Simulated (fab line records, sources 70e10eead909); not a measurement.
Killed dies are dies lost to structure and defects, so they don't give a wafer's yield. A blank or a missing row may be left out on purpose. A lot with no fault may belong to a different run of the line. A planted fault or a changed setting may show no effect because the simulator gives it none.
Chamber matching ; flow nandHarc ; NHARC_A_BLC_CMP_25 on cmp-01: 4 sister chambers
The step polishes, t overpolish 30 s, target thk 150 nm. 4 wafers are shown with their chamber, then 7 later ones without.

## WAFERS PAIRED WITH THEIR CHAMBERS
wafer;chamber;motorCurrentA (A)
L612.4;1;14.2
L622.5;0;12.5
L624.2;2;11.9
L624.3;3;11.8

## WAFERS WITH NO CHAMBER GIVEN
wafer;motorCurrentA (A)
L624.5;11.7
L623.2;11.5
L623.3;14.5
L623.4;11.3
L625.1;14.5
L625.2;12.0
L625.3;11.8

## EACH ONE'S CHAMBER
wafer;from the rows above;in truth
L624.5;can't be placed: 3 or 2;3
L623.2;can't be placed: 3 or 2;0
L623.3;1;1
L623.4;can't be placed: 3 or 2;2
L625.1;1;1
L625.2;can't be placed: 2 or 3 or 0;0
L625.3;can't be placed: 3 or 2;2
Placed correctly: 2 of 7. From these rows, 5 cannot be placed; in 4 the true chamber is one of the candidates. Number placed wrongly: 0.
How it was worked out, from the rows above alone: a wafer's distance from a chamber is the root of the sum, over the readings, of the square of ((its reading less the chamber's mean) divided by the reading's scatter). If the next closest chamber is less than 2 further off than the closest, the wafer can't be placed; otherwise it belongs to the closest. A chamber's mean is the mean of its shown wafers. The scatter: root of mean squared gap, hidden wafer to nearest shown wafer, with one shown wafer a chamber.
